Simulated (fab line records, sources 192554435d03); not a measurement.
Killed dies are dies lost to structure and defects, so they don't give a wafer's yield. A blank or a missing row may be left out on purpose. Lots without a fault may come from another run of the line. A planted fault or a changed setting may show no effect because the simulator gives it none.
A struck lot beside a sound one | flow n5_finfet | 17 steps out of a route of 1938
Sound: wafers L843.1, L843.4, L843.6. Struck: wafer L845.4. (L845.6 of the same lot was not struck and is left out.) The cause comes at the end.
At each step with rows: each side's tool, then ch and its chambers, then its first start. Under that, the readings that differ: sound wafers | struck wafers | difference of the means | sigmas: that difference in standard deviations of wafers without a fault.
alike: readings whose means differ by less than 2 such deviations, and words and numbers that are the same on both sides. not compared: withheld readings, readings that some wafer has no value for, bounds like >300 that may hide the same value, and numbers for which the record gives no deviation and whose values overlap.
The two part at a step that has a row with sigmas, a row that says differs or no value, or rows on one side only. Numbers that don't overlap but have no deviation are shown without sigmas and don't part them. A reading that every wafer of one side lacks parts them only if that side has two wafers or more.

first, 3 steps without rows for these wafers: N5_BEOL_M3_ANNEAL_82 (time 240 s); N5_BEOL_M3_SPUTTER_86 (material Cu, target thk 4.5 nm, time 8.29 s); N5_BEOL_M3_ANNEAL_87 (time 240 s).
N5_BEOL_M3_SPUTTER_88: material Cu, target thk 4.5 nm, time 8.29 s.
  sound on pvd_sputter-03, day 8 14:29; struck on pvd_sputter-03, day 8 16:36
  alike: throttle_valve_pct
then, 2 steps without rows for these wafers: N5_BEOL_M3_ANNEAL_89 (time 240 s); N5_BEOL_M3_SPUTTER_90 (material Cu, target thk 4.5 nm, time 8.29 s).
N5_BEOL_M3_ANNEAL_91: time 240 s.
  sound on pvd_sputter-03, day 8 14:47; struck on pvd_sputter-03, day 8 16:54
  alike: heater_power_w
then, 2 steps without rows for these wafers: N5_BEOL_M3_SPUTTER_92 (material Cu, target thk 4.5 nm, time 8.29 s); N5_BEOL_M3_ANNEAL_93 (time 240 s).
N5_BEOL_M3_SPUTTER_94: material Cu, target thk 4.5 nm, time 8.29 s.
  sound on pvd_sputter-03, day 8 15:08; struck on pvd_sputter-03, day 8 17:16
  alike: throttle_valve_pct
N5_BEOL_M3_ANNEAL_95: time 240 s.
  sound on pvd_sputter-03, day 8 15:13; struck on pvd_sputter-03, day 8 17:20
  reading            | sound        | struck | difference | sigmas
  heater_power_w (W) | 1011 695 678 | 1023   | +228       | +2
N5_BEOL_M3_SPUTTER_96: material Cu, target thk 4.5 nm, time 8.29 s.
  sound on pvd_sputter-03, day 8 15:22; struck on pvd_sputter-03, day 8 17:29
  alike: throttle_valve_pct
N5_BEOL_M3_ECD_50: material Cu, target thk 300 nm.
  sound on ecd_cu-02 ch 0,1, day 8 15:28; struck on ecd_cu-02 ch 1, day 8 17:37
  reading                                | sound           | struck | difference | sigmas
  model.Cu_of_BEOL_M3_ECD_50.thk_nm (nm) | 299.2 300 303.8 | 443    | +142       |
then, 1 step without rows for these wafers: N5_BEOL_M3_ANNEAL_51 (time 90 s).
N5_BEOL_M3_CMP_52: polishes, stops on SiOC, t overpolish 6.8 s, target thk 40 nm.
  sound on cmp-02 ch 0,2,3, day 8 15:51; struck on cmp-02 ch 0, day 8 18:05
  reading                    | sound             | struck | difference | sigmas
  slurry_filter_dp_kPa (kPa) | 13.42 13.45 13.46 | 13.77  | +0.33      | +3
  time_to_endpoint_s (s)     | 61.7 59.5 65.5    | 88.6   | +26.4      | +11
  alike: motor_current_A
N5_BEOL_M3_THK_MEAS_53: measures by xrf.
  sound on film_metro-02, day 8 16:08; struck on film_metro-01, day 8 18:16
  alike: M3_THK
N5_BEOL_M4_RC_MEAS_101:
  sound on prober-01 ch 0, day 9 03:23; struck on prober-02 ch 0, day 9 18:55
  reading       | sound          | struck | difference | sigmas
  DIBL_N (mV/V) | 35.0 34.1 34.8 | 37.4   | +2.8       | +2
  alike: DIBL_P, IOFF_N, IOFF_P, ION_N, ION_P, SS_N, SS_P, VT_N, VT_P

WHERE THEY PART
First at N5_BEOL_M3_ANNEAL_95; last, within this record, at N5_BEOL_M4_RC_MEAS_101.

WHY: what the simulator had put in
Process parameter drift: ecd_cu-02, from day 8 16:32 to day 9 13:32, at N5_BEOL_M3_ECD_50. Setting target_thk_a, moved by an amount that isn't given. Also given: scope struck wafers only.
